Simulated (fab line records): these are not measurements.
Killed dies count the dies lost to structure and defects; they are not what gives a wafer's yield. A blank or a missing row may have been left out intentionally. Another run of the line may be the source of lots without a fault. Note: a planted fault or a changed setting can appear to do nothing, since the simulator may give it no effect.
Matching of chambers :: flow n5-finfet :: ald-sin-03 running N5_STI_FIN_REVEAL_ALD_14: 4 sister chambers
The step deposits Si3N4, target thk 3 nm. 7 wafers are shown with their chamber, then 9 later ones without.

WAFERS PAIRED WITH THEIR CHAMBERS
wafer: L087.1
chamber: 1
heater-power-w (W): 777

wafer: L090.5
chamber: 2
heater-power-w (W): 554

wafer: L091.2
chamber: 2
heater-power-w (W): 546

wafer: L091.5
chamber: 3
heater-power-w (W): 746

wafer: L092.4
chamber: 0
heater-power-w (W): 833

wafer: L092.5
chamber: 0
heater-power-w (W): 804

wafer: L092.6
chamber: 3
heater-power-w (W): 727

WAFERS MISSING THEIR CHAMBER
wafer: L093.1
heater-power-w (W): 553

wafer: L093.2
heater-power-w (W): 787

wafer: L093.6
heater-power-w (W): 548

wafer: L097.1
heater-power-w (W): 720

wafer: L097.2
heater-power-w (W): 821

wafer: L097.3
heater-power-w (W): 791

wafer: L097.4
heater-power-w (W): 543

wafer: L097.5
heater-power-w (W): 554

wafer: L097.6
heater-power-w (W): 725

CHAMBER TAKEN BY EACH
wafer: L093.1
from the rows above: 2
in truth: 2

wafer: L093.2
from the rows above: can't be placed: 1 or 0
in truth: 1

wafer: L093.6
from the rows above: 2
in truth: 2

wafer: L097.1
from the rows above: 3
in truth: 3

wafer: L097.2
from the rows above: 0
in truth: 0

wafer: L097.3
from the rows above: can't be placed: 1 or 0
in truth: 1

wafer: L097.4
from the rows above: 2
in truth: 2

wafer: L097.5
from the rows above: 2
in truth: 2

wafer: L097.6
from the rows above: 3
in truth: 3
Correct placement for 7 of the 9. Can't be placed from these rows: 2 (the true chamber is among the candidates in 2). Placed wrongly: 0.
How it was worked out, from the rows above alone: a wafer's distance from a chamber is the root of the sum, over the readings, of the square of ((its reading less the chamber's mean) divided by the reading's scatter). If the next closest chamber is less than 2 further off than the closest, the wafer can't be placed; otherwise it belongs to the closest. A chamber's mean is the mean of its shown wafers. The scatter: the root of (the sum of the squares of (reading less its chamber's mean) over the shown wafers, divided by (wafers less chambers)).
